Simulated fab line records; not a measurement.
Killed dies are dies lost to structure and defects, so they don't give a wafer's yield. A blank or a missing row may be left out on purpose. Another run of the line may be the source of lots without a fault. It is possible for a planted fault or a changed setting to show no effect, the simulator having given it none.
Split-lot study -- flow n5Finfet -- 21 wafers read across 7 lots, on a route 1938 steps long

== ABOUT THE SPLIT ==
At N5_ZERO_LAYER_COAT_05 (resist thk 1000 nm), the setting spinRpm was moved away from the recipe's 1500 rpm on 8 of the 21 wafers read, by -10.6% to +10.7%. This setting was run at the recipe's value on the other wafers.

== FROM THE SPLIT TO THE READING: what the file shows between them, 7 steps ==
- N5_ZERO_LAYER_EXPOSE_08: exposes mask ZERO, defocus 0 nm, target cd 2000 nm (also split here: doseMj)
- N5_ZERO_LAYER_PEB_09
- N5_ZERO_LAYER_DEVELOP_10: develop time 60 s
- N5_ZERO_LAYER_HARDBAKE_23: time 120 s
- N5_ZERO_LAYER_CD_MEAS_11: target cd 2000 nm
- N5_ZERO_LAYER_DESCUM_16: chemistry O2, time 7.9 s (also split here: timeS)
- N5_ZERO_LAYER_ETCH_17: etches SiO2 in CF4, target depth 12 nm, time 13.3 s

== THE READING ==
coat_of_ZERO_LAYER_COAT_05.thkNm (the simulator's own value, which no gauge read), in nm, at N5_ZERO_LAYER_ETCH_18 (etches Si in HBr/Cl2, target depth 120 nm, time 40 s). The file gives no usual value for it. Here, 13 wafers ran the recipe; their average is 930.8 nm with a standard deviation of 4.6 nm.

wafer,"tool, chamber at the split","spinRpm as run, rpm",against the recipe,"coat_of_ZERO_LAYER_COAT_05.thkNm, nm",against lot-mates on the recipe
L076.2,"lithoTrack-03, 0",1342,-10.5%,986.3,+57.2
L076.4,"lithoTrack-03, 0",1500,recipe,928.3,-
L076.6,"lithoTrack-03, 0",1500,recipe,929.9,-
L081.2,"lithoTrack-04, 0",1359,-9.4%,984.4,+50.4
L081.3,"lithoTrack-04, 0",1500,recipe,934,-
L081.5,"lithoTrack-04, 0",1359,-9.4%,984.1,+50.1
L083.2,"lithoTrack-03, 0",1660,+10.7%,874.8,-50.7
L083.5,"lithoTrack-03, 0",1500,recipe,925,-
L083.6,"lithoTrack-03, 0",1500,recipe,925.9,-
L084.1,"lithoTrack-05, 0",1419,-5.4%,952.6,+26.5
L084.2,"lithoTrack-05, 0",1500,recipe,925,-
L084.5,"lithoTrack-05, 0",1500,recipe,927.3,-
L087.1,"lithoTrack-04, 0",1500,recipe,933.3,-
L087.4,"lithoTrack-04, 0",1500,recipe,931.2,-
L087.6,"lithoTrack-04, 0",1414,-5.7%,961.8,+29.5
L096.1,"lithoTrack-05, 0",1500,recipe,935.2,-
L096.5,"lithoTrack-05, 0",1500,recipe,939.2,-
L096.6,"lithoTrack-05, 0",1500,recipe,938.1,-
L097.2,"lithoTrack-03, 0",1341,-10.6%,988.5,+60.1
L097.4,"lithoTrack-03, 0",1341,-10.6%,987.5,+59.1
L097.6,"lithoTrack-03, 0",1500,recipe,928.4,-

THE FIT
A straight line over all 21 wafers: coat_of_ZERO_LAYER_COAT_05.thkNm changes by -5.37 nm for each +1% of spinRpm; r = -0.99; the points scatter about the line by 4.3 nm.
The same after taking each lot's own level away (the mean of its wafers on the recipe; 21 wafers): -5.28 nm for each +1%; r = -1.00; scatter 2 nm.
On that fit, the largest move of spinRpm shifts the reading by 56 nm.
Measured against the standard deviation above, the lots' own levels, which go from 925.45 to 937.50 nm, span 2.6 times it.
The two slopes agree, so the slope changes little with the lot-to-lot level.
Check: with one of the wafers moved furthest among these (+10.7%) left out of the fit, the line predicts -58.4 nm for it against its lot-mates. It came out at -50.7 nm against them.

== OTHER SPLITS ON THESE WAFERS ==
Other splits were also applied to these wafers ahead of the reading. Each is held against what the fit with the lots' levels taken away leaves over:
other split on the same wafers,wafers away from the commonest value,r with coat_of_ZERO_LAYER_COAT_05.thkNm (lot level and that fit taken away)
N5_ZERO_LAYER_EXPOSE_08 doseMj,7,+0.32
N5_ZERO_LAYER_DESCUM_16 timeS,4,-0.51

== THE WHOLE CHAIN: every reading that the file lists as answering this split, in the file's order ==
step,what it does,reading,change (the file's fit),r (the file's)
N5_ZERO_LAYER_COAT_05,resist thk 1000 nm,"coat_of_ZERO_LAYER_COAT_05.thkNm (the simulator's own value, which no gauge read)",-5.29 nm for each +1% of the setting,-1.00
N5_ZERO_LAYER_ETCH_18,"etches Si in HBr/Cl2, target depth 120 nm, time 40 s","coat_of_ZERO_LAYER_COAT_05.thkNm (the simulator's own value, which no gauge read)",-5.25 nm for each +1% of the setting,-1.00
N5_ZERO_LAYER_STRIP_24,strips in O2,stripTimeToEndpointS,withheld for each +1% of the setting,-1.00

== FILE'S OWN FIT ==
coat_of_ZERO_LAYER_COAT_05.thkNm changes by -5.25 nm for each +1% of spinRpm, r = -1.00.
